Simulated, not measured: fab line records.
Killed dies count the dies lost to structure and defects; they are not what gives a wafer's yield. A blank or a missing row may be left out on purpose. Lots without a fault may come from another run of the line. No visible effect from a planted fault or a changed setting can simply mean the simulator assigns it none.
fab line records ; flow nand_harc
[record] lots = 13; wafers = 39; last_day = 33
route steps=1302 shown A_BONDPAD@1231 HYBRID_BOND@1237 THIN_TSV@1250 END@1302
lots that met no fault: from a run of the same line without faults
start_h: start of the lot's first displayed wafer, in hours after the record's first day ; wait_h: hours since the lot's step before ; " as in the row above ; L1.1+2: a single row standing in for several wafers ; - value missing, or start not given ; * or withheld: withheld ; < > ~ a bound
route shown NAME@n: NAME is a module with steps in the file, n the number in the route of the first one ; usual: mean/standard deviation of fault-free wafers ; same: alike in all rows ; chamber/n: place in a boat ; sites: the reading at each site ; _std_site: how widely they spread, as a standard deviation ; _edge_site: the outer-site mean with the inner-site mean subtracted ; radius_mm: for every site, how far away it sits from the centre of the wafer ; mask NAME#n: copy n ; behind: tool/chamber where the wafer was last shaped ; hold: what put the lot on hold/how long, in hours/how the hold closed ; device: names the non-switching transistor (n, p or np) ; end of line: tests run on the same wafers once the route is complete ; for a step that has no rows: nothing shown but its recipe ; killed: not the wafer's yield, but the dies lost to structure and defects at the first sort ; map: dies across one wafer; x = killed, . = not, _ = none there
set.NAME: the run value of the setting; set.NAME@STEP: its run value at that earlier step ; model.NAME: the simulator's own value behind a step, which no gauge read
steps of the route over a sample of lots; a table a step, a row a wafer
services: when a tool's chamber went out of use (start_h, in hours from the record's first day, below 0 if earlier), for how many hours, and the reason
[[steps]]
[step NHARC_A_BONDPAD_CMP_19]
[recipe] t_overpolish_s = 30; cu_recess_touch_s = 16; target_thk_nm = 169.82
[usual] motor_current_A = 12.7/1.4; overpolish_run_s = 30.001/0.0095
[same] cu_recess_touch_s = 16
lot.wafer;tool;chamber;start_h;wait_h;motor_current_A;overpolish_run_s
L685.4;cmp-04;3;534.94;-;9.7;29.993
L685.3;cmp-04;2;534.94;-;13.4;30.000
L685.6;cmp-04;0;534.94;-;13.6;30.001
L687.4;cmp-01;2;564.96;-;13.6;29.999
L687.1;cmp-01;1;564.96;-;15.6;30.001
L687.5;cmp-01;3;564.96;-;12.3;29.996
L689.1;cmp-04;0;568.41;-;12.6;29.992
L689.3;cmp-04;1;568.41;-;11.3;30.000
L689.4;cmp-04;2;568.41;-;12.8;30.010
L690.1;cmp-01;1;584.46;-;15.8;30.006
L690.5;cmp-01;3;584.46;-;12.5;30.004
L690.6;cmp-01;0;584.46;-;11.0;29.993
L694.2;cmp-01;0;624.80;-;12.0;29.994
L694.6;cmp-01;1;624.80;-;16.2;30.003
L694.5;cmp-01;2;624.80;-;14.2;30.012
L695.4;cmp-04;1;671.06;-;12.1;29.982
L695.1;cmp-04;0;671.06;-;13.2;29.984
L695.6;cmp-04;1;671.06;-;11.3;29.994
L702.4;cmp-03;1;685.77;-;12.2;29.998
L702.3;cmp-03;3;685.77;-;12.3;29.994
L702.6;cmp-03;0;685.77;-;13.3;29.991
L701.1;cmp-03;0;693.70;-;13.7;29.981
L701.3;cmp-03;2;693.70;-;13.6;29.993
L701.5;cmp-03;0;693.70;-;13.6;29.996
L703.4;cmp-03;2;713.65;-;12.6;30.010
L703.1;cmp-03;0;713.65;-;13.0;30.016
L703.5;cmp-03;2;713.65;-;12.5;29.993
L704.4;cmp-04;1;733.86;-;12.1;29.991
L704.6;cmp-04;0;733.86;-;12.8;30.017
L704.5;cmp-04;1;733.86;-;12.0;30.009
L705.2;cmp-01;0;736.70;-;11.6;30.005
L705.3;cmp-01;2;736.70;-;14.8;30.012
L705.4;cmp-01;3;736.70;-;11.7;29.993
L706.1;cmp-01;1;745.56;-;14.4;29.994
L706.4;cmp-01;3;745.56;-;11.5;29.990
L706.6;cmp-01;1;745.56;-;16.6;30.000
L708.4;cmp-03;2;770.69;-;12.9;29.993
L708.2;cmp-03;0;770.69;-;13.9;29.992
L708.6;cmp-03;2;770.69;-;13.5;30.012
[step NHARC_HYBRID_BOND_ACTIVATE_00]
[recipe] time_s = 60; n2_flow_sccm = 200; ar_flow_sccm = 0; bias_power_w = 0; chemistry = N2
[usual] drypump_motor_current_A = 5.7/0.4; oes_product_au = 1.004/0.0086; rf_vpp_V = 63.9/0.84; showerhead_plenum_p_Torr = 1.73/0.086
[same] bias_power_w = 0
lot.wafer;tool;chamber;start_h;wait_h;drypump_motor_current_A;oes_product_au;rf_hours_counter_h;rf_vpp_V;showerhead_plenum_p_Torr
L685.3;rie_diel-06;0;535.54;0.1;6.3;0.989;5;62.1;1.64
L685.4;rie_diel-06;1;535.54;0.1;5.6;1.006;4;62.9;1.63
L685.6;rie_diel-06;0;535.54;0.1;6.4;1.003;-;63.9;1.64
L687.1;rie_diel-06;1;565.57;0.1;5.6;0.995;7;63.2;1.63
L687.4;rie_diel-06;3;565.57;0.1;5.3;1.007;7;63.0;1.77
L687.5;rie_diel-06;0;565.57;0.1;6.3;0.990;-;63.1;1.63
L689.4;rie_diel-06;1;569.00;0.1;5.6;0.994;7;63.0;1.63
L689.3;rie_diel-06;2;569.00;0.1;5.8;1.009;7;66.0;1.87
L689.1;rie_diel-06;3;569.00;0.1;5.3;1.005;7;64.1;1.77
L690.1;rie_diel-06;3;585.01;0.1;5.3;1.007;8;65.0;1.77
L690.6;rie_diel-06;3;585.01;0.1;5.3;1.019;-;64.9;1.77
L690.5;rie_diel-06;0;585.01;0.1;6.4;1.016;-;64.1;1.63
L694.2;rie_diel-13;1;625.33;0.1;5.9;0.993;27;63.7;1.70
L694.5;rie_diel-13;3;625.33;0.1;5.5;0.994;-;63.9;1.76
L694.6;rie_diel-13;0;625.33;0.1;5.3;1.004;-;63.2;1.76
L695.4;rie_diel-03;3;671.70;0.1;5.9;0.982;9;63.8;1.64
L695.1;rie_diel-03;0;671.70;0.1;5.9;0.997;10;63.9;1.67
L695.6;rie_diel-03;2;671.70;0.1;5.8;0.991;-;63.6;1.78
L702.3;rie_diel-06;3;686.35;0.1;5.2;1.006;1;64.5;1.77
L702.4;rie_diel-06;2;686.35;0.1;5.8;1.017;1;65.1;1.87
L702.6;rie_diel-06;3;686.35;0.1;5.3;1.013;-;64.0;1.77
L701.1;rie_diel-13;0;694.29;0.1;5.3;1.005;52;63.9;1.76
L701.3;rie_diel-13;3;694.29;0.1;5.5;0.991;49;62.5;1.76
L701.5;rie_diel-13;0;694.29;0.1;5.3;1.002;-;64.1;1.75
L703.4;rie_diel-06;1;714.27;0.1;5.6;0.995;3;63.5;1.63
L703.1;rie_diel-06;2;714.27;0.1;5.8;1.006;3;64.3;1.87
L703.5;rie_diel-06;0;714.27;0.1;6.3;1.008;-;64.7;1.63
L704.4;rie_diel-06;0;734.45;0.1;6.3;1.006;4;61.6;1.63
L704.6;rie_diel-06;3;734.45;0.1;5.3;1.022;-;63.5;1.77
L704.5;rie_diel-06;0;734.45;0.1;6.4;0.994;-;63.6;1.63
L705.4;rie_diel-06;2;737.30;0.1;5.8;1.007;4;64.0;1.87
L705.2;rie_diel-06;3;737.30;0.1;5.3;1.010;5;64.5;1.77
L705.3;rie_diel-06;0;737.30;0.1;6.3;1.002;4;64.7;1.63
L706.1;rie_diel-06;1;746.20;0.1;5.5;1.003;5;63.9;1.63
L706.4;rie_diel-06;2;746.20;0.1;5.8;1.009;5;63.8;1.87
L706.6;rie_diel-06;0;746.20;0.1;6.4;0.997;-;62.9;1.63
L708.4;rie_diel-06;2;771.27;0.1;5.8;1.003;5;62.6;1.87
L708.2;rie_diel-06;0;771.27;0.1;6.4;0.992;7;63.7;1.63
L708.6;rie_diel-06;3;771.27;0.1;5.2;1.004;-;65.3;1.77
[step NHARC_THIN_TSV_DEP_43]
[recipe] target_thk_a = 13285; temp_c = withheld; pressure_torr = 6.5; rf_w = 900; teos_flow_sccm = 161.4; flow_sccm = 2650; target_thk_nm = 1328.5; gas = O2; material = SiO2
[usual] mfc_precursor_sccm = 161.4/0.47; throttle_valve_pct = 16.3/0.57
lot.wafer;tool;chamber;start_h;wait_h;mfc_precursor_sccm;throttle_valve_pct
L685.3;pecvd-01;1;546.82;-;161.0;15.2
L685.4;pecvd-01;2;546.82;-;161.5;16.5
L685.6;pecvd-01;2;546.82;-;161.3;16.4
L687.1;pecvd-04;1;576.99;-;161.7;16.1
L687.5;pecvd-04;1;576.99;-;161.4;16.4
L687.4;pecvd-04;0;576.99;-;162.1;15.5
L689.1;pecvd-01;2;581.36;-;161.4;16.5
L689.3;pecvd-01;2;581.36;-;161.8;16.5
L689.4;pecvd-01;2;581.36;-;161.8;16.0
L690.1;pecvd-04;0;596.42;-;161.1;15.2
L690.6;pecvd-04;0;596.42;-;161.5;15.5
L690.5;pecvd-04;1;596.42;-;161.1;16.4
L694.2;pecvd-02;0;638.82;-;161.3;16.2
L694.5;pecvd-02;0;638.82;-;161.0;16.0
L694.6;pecvd-02;1;638.82;-;162.0;17.0
L695.1;pecvd-02;1;683.33;-;160.6;16.8
L695.4;pecvd-02;0;683.33;-;160.9;16.2
L695.6;pecvd-02;1;683.33;-;161.4;16.5
L702.3;pecvd-04;1;697.82;-;162.0;16.3
L702.4;pecvd-04;2;697.82;-;161.6;16.5
L702.6;pecvd-04;1;697.82;-;161.5;16.3
L701.1;pecvd-04;2;706.11;-;161.0;16.8
L701.3;pecvd-04;0;706.11;-;161.4;15.7
L701.5;pecvd-04;2;706.11;-;160.4;16.5
L703.1;pecvd-02;2;723.92;-;161.2;16.9
L703.5;pecvd-02;2;723.92;-;161.6;17.3
L703.4;pecvd-02;0;723.92;-;161.5;16.4
L704.6;pecvd-04;2;746.19;-;161.5;16.8
L704.4;pecvd-04;0;746.19;-;161.4;15.7
L704.5;pecvd-04;1;746.19;-;161.7;16.5
L705.3;pecvd-02;0;754.75;-;161.2;16.4
L705.2;pecvd-02;2;754.75;-;161.4;17.4
L705.4;pecvd-02;1;754.75;-;161.9;16.8
L706.1;pecvd-04;2;756.05;-;161.1;16.7
L706.4;pecvd-04;0;756.05;-;161.5;15.5
L706.6;pecvd-04;1;756.05;-;161.0;16.5
L708.2;pecvd-01;2;782.55;-;161.8;16.3
L708.4;pecvd-01;2;782.55;-;162.4;16.6
L708.6;pecvd-01;1;782.55;-;160.9;14.7
[step NHARC_THIN_TSV_ETCH_59]
[recipe] target_depth_a = 8800; icp_w = 900; bias_w = 100; Cl2_flow_sccm = 60; bcl3_flow_sccm = 30; time_s = 138.1; chemistry = Cl2/BCl3
[usual] drypump_motor_current_A = 5.4/0.43; oes_product_au = 1.002/0.01; throttle_valve_pct = 22.264/0.0091
lot.wafer;tool;chamber;start_h;wait_h;drypump_motor_current_A;oes_product_au;rf_hours_counter_h;throttle_valve_pct
L685.4;rie_metal-02;0;553.96;0.1;5.4;1.010;-;22.273
L685.3;rie_metal-02;1;553.96;0.1;6.0;1.005;-;22.271
L685.6;rie_metal-02;0;553.96;0.1;5.4;0.998;-;22.277
L687.1;rie_metal-02;1;583.93;0.1;6.0;0.999;1.8;22.268
L687.4;rie_metal-02;1;583.93;0.1;6.0;0.996;-;22.252
L687.5;rie_metal-02;1;583.93;0.1;6.0;0.995;-;22.264
L689.1;rie_metal-01;0;589.05;0.1;6.0;1.004;0.0;22.263
L689.3;rie_metal-01;1;589.05;0.1;5.2;0.995;-;22.244
L689.4;rie_metal-01;0;589.05;0.1;6.0;1.000;-;22.258
L690.1;rie_metal-01;1;603.47;0.1;5.3;0.992;0.5;22.261
L690.5;rie_metal-01;0;603.47;0.1;5.9;0.998;-;22.256
L690.6;rie_metal-01;1;603.47;0.1;5.3;0.997;-;22.273
L694.2;rie_metal-03;0;645.91;0.1;4.8;0.993;1.9;22.270
L694.6;rie_metal-03;1;645.91;0.1;5.2;1.006;-;22.274
L694.5;rie_metal-03;0;645.91;0.1;4.8;0.978;-;22.270
L695.1;rie_metal-02;0;690.18;0.1;5.3;1.024;0.4;22.260
L695.4;rie_metal-02;0;690.18;0.1;5.4;1.023;-;22.264
L695.6;rie_metal-02;1;690.18;0.1;6.0;1.000;-;22.256
L702.3;rie_metal-03;1;705.61;0.2;5.2;1.005;-;22.249
L702.4;rie_metal-03;0;705.61;0.2;4.8;0.999;-;22.267
L702.6;rie_metal-03;1;705.61;0.2;5.3;0.990;-;22.257
L701.1;rie_metal-01;1;712.95;0.1;5.2;1.006;2.5;22.268
L701.3;rie_metal-01;1;712.95;0.1;5.2;1.011;-;22.254
L701.5;rie_metal-01;0;712.95;0.1;6.0;1.016;-;22.272
L703.1;rie_metal-01;0;730.83;0.2;5.9;0.947;2.9;22.254
L703.4;rie_metal-01;0;730.83;0.2;5.9;0.928;-;22.278
L703.5;rie_metal-01;0;730.83;0.2;5.9;0.935;-;22.265
L704.4;rie_metal-03;0;753.06;0.1;4.8;1.005;-;22.254
L704.5;rie_metal-03;0;753.06;0.1;4.8;1.016;-;22.268
L704.6;rie_metal-03;1;753.06;0.1;5.2;1.014;-;22.257
L705.2;rie_metal-01;0;761.55;0.1;5.9;0.938;0.0;22.270
L705.4;rie_metal-01;1;761.55;0.1;5.2;1.002;-;22.274
L705.3;rie_metal-01;0;761.55;0.1;5.9;0.937;-;22.262
L706.1;rie_metal-03;1;762.89;0.1;5.3;0.993;1.2;22.275
L706.4;rie_metal-03;0;762.89;0.1;4.8;0.996;-;22.250
L706.6;rie_metal-03;0;762.89;0.1;4.8;1.003;-;22.267
L708.2;rie_metal-03;0;789.79;0.1;4.8;0.996;1.5;22.266
L708.4;rie_metal-03;0;789.79;0.1;4.8;1.014;-;22.249
L708.6;rie_metal-03;0;789.79;0.1;4.8;0.993;-;22.266
[step NHARC_END_SORT_01]
[recipe] temp_c = 25
[usual] defect_limited_yield = 91.0/2.8; killed_at_array = 56/18; killed_at_other = 1.4/1.5; killed_at_periphery = 4/3.1; killed_dies = 61/19; killed_open = 3.5/1.8; killed_short = 2.4/1.4
[same] gross_dies = 677
lot.wafer;tool;chamber;start_h;wait_h;defect_limited_yield[%];killed_at_array;killed_at_other;killed_at_periphery;killed_dies;killed_open;killed_short
L689.1;prober-02;0;600.96;2.5;88.5;71;1;6;78;3;2
L689.3;prober-02;0;602.53;3.1;90.7;58;2;3;63;2;2
L689.4;prober-02;0;603.31;3.4;88.5;67;7;4;78;6;1
L703.1;prober-02;0;738.62;2.5;2.1;79;584;0;663;2;2
L703.4;prober-02;0;740.99;3.4;0.3;83;590;2;675;4;4
L703.5;prober-02;0;741.78;3.7;1.2;78;591;0;669;3;3
L706.6;prober-02;0;774.66;4.0;92.2;45;3;5;53;1;0
// killed by level:class
L689.1 A_CHANNEL_HOLE_D1:chamber_film_flake=33 A_CHANNEL_HOLE_D2:chamber_film_flake=28 P_ZERO_WELL:chamber_film_flake=3 A_CHANNEL_FILL_D2:chamber_film_flake=3 A_WL_FILL:geometric_particle:short=2 P_GATE:geometric_particle:open=1 P_CONTACT:geometric_particle:open=1 A_M1:geometric_particle:open=1
L689.3 A_CHANNEL_HOLE_D1:chamber_film_flake=32 A_CHANNEL_HOLE_D2:chamber_film_flake=16 A_STAIRCASE:chamber_film_flake=3 A_CHANNEL_FILL_D2:chamber_film_flake=3 THIN_TSV:chamber_film_flake=2 P_STI:geometric_particle:short=1 P_M1:geometric_particle:open=1 A_SOURCE_PLATE:geometric_particle:short=1
L689.4 A_CHANNEL_HOLE_D2:chamber_film_flake=29 A_CHANNEL_HOLE_D1:chamber_film_flake=19 THIN_TSV:chamber_film_flake=7 A_STAIRCASE:chamber_film_flake=5 A_DECK1_JOINT:chamber_film_flake=4 A_CHANNEL_FILL_D2:chamber_film_flake=3 P_CONTACT:geometric_particle:open=2 A_ONON_D2:geometric_particle:open=2
L703.1 THIN_TSV:area_etch=582 A_CHANNEL_HOLE_D1:chamber_film_flake=35 A_SLIT:chamber_film_flake=31 A_CONTACT:chamber_film_flake=4 A_WL_FILL:chamber_film_flake=3 A_CHANNEL_HOLE_D2:geometric_particle:short=2 THIN_TSV:chamber_film_flake=2 A_ONON_D1:geometric_particle:open=1
L703.4 THIN_TSV:area_etch=590 A_SLIT:chamber_film_flake=36 A_CHANNEL_HOLE_D1:chamber_film_flake=29 A_CONTACT:chamber_film_flake=4 A_STAIRCASE:chamber_film_flake=2 A_WL_FILL:chamber_film_flake=2 P_CONTACT:geometric_particle:short=1 A_DECK1_JOINT:geometric_particle:open=1
L703.5 THIN_TSV:area_etch=590 A_SLIT:chamber_film_flake=33 A_CHANNEL_HOLE_D1:chamber_film_flake=29 A_WL_FILL:chamber_film_flake=3 A_CONTACT:chamber_film_flake=3 A_CHANNEL_FILL_D1:geometric_particle:short=1 A_DECK1_JOINT:geometric_particle:open=1 A_ONON_D2:geometric_particle:short=1
L706.6 A_SLIT:chamber_film_flake=33 A_CHANNEL_HOLE_D2:chamber_film_flake=3 A_STAIRCASE:chamber_film_flake=3 THIN_TSV:chamber_film_flake=3 P_M1:chamber_film_flake=2 P_M2:chamber_film_flake=2 A_CHANNEL_HOLE_D1:chamber_film_flake=2 A_CHANNEL_FILL_D2:geometric_particle:open=1
[[services]]
tool;chamber;start_h;hours;kind
rie_metal-03;-;519.03;9.0;pm
cmp-01;-;545.18;0.6;repair
cmp-04;-;553.30;1.1;repair
rie_metal-01;0;554.33;12.8;repair
cmp-03;-;558.61;4.0;pm
cmp-03;-;574.06;0.7;repair
rie_metal-01;-;575.00;9.0;pm
cmp-03;-;579.84;1.3;repair
cmp-01;-;585.89;4.0;pm
pecvd-02;-;589.09;13.0;pm
cmp-04;-;601.37;4.0;pm
pecvd-04;-;631.14;13.0;pm
cmp-03;-;656.61;4.0;pm
rie_diel-06;-;661.20;9.0;pm
rie_diel-06;0;670.47;8.2;repair
cmp-01;-;683.89;4.0;pm
rie_metal-03;1;684.42;3.8;repair
rie_metal-03;-;696.03;9.0;pm
pecvd-04;-;704.21;0.9;repair
pecvd-04;-;722.88;2.3;repair
rie_diel-06;2;748.45;8.5;repair
rie_metal-01;-;752.00;9.0;pm
rie_metal-03;-;780.66;1.0;repair
cmp-01;-;781.89;4.0;pm
[[key]]
[first_sign] step = NHARC_THIN_TSV_ETCH_59; reading = oes_product_au; direction = down; sigmas = 6.3; usual = 1.002; struck = 0.937
[effect] step = NHARC_END_SORT_01; reading = defect_limited_yield; direction = down; sigmas = 32; usual = 91.0; struck = 1.2
[more_kills_born_at] NHARC_THIN_TSV_ETCH_59@rie_metal-01 = 1762
met_at NHARC_THIN_TSV_ETCH_59
struck_lots L703,L705
struck_wafers L703.1,L703.4,L703.5,L705.2,L705.3
later_rows_left_out L703.1,L703.4,L703.5,L705.2,L705.3
sort_left_out L705.2,L705.3
not_acting_at NHARC_A_BONDPAD_CMP_19,NHARC_HYBRID_BOND_ACTIVATE_00,NHARC_THIN_TSV_DEP_43
onset_between 712.95 730.83
[fault] kind = process_parameter_drift; tool = rie_metal-01; chamber = 0; onset_h = 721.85; steps = NHARC_THIN_TSV_ETCH_59; channel = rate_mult; offset = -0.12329; shape = step
// sort_left_out: the simulated sort isn't trusted on such a fault, so these wafers' sort isn't shown, and their yield isn't known
// later_rows_left_out: the simulator's readings of these wafers behind a module that went badly wrong aren't trusted and aren't shown, but for the sort
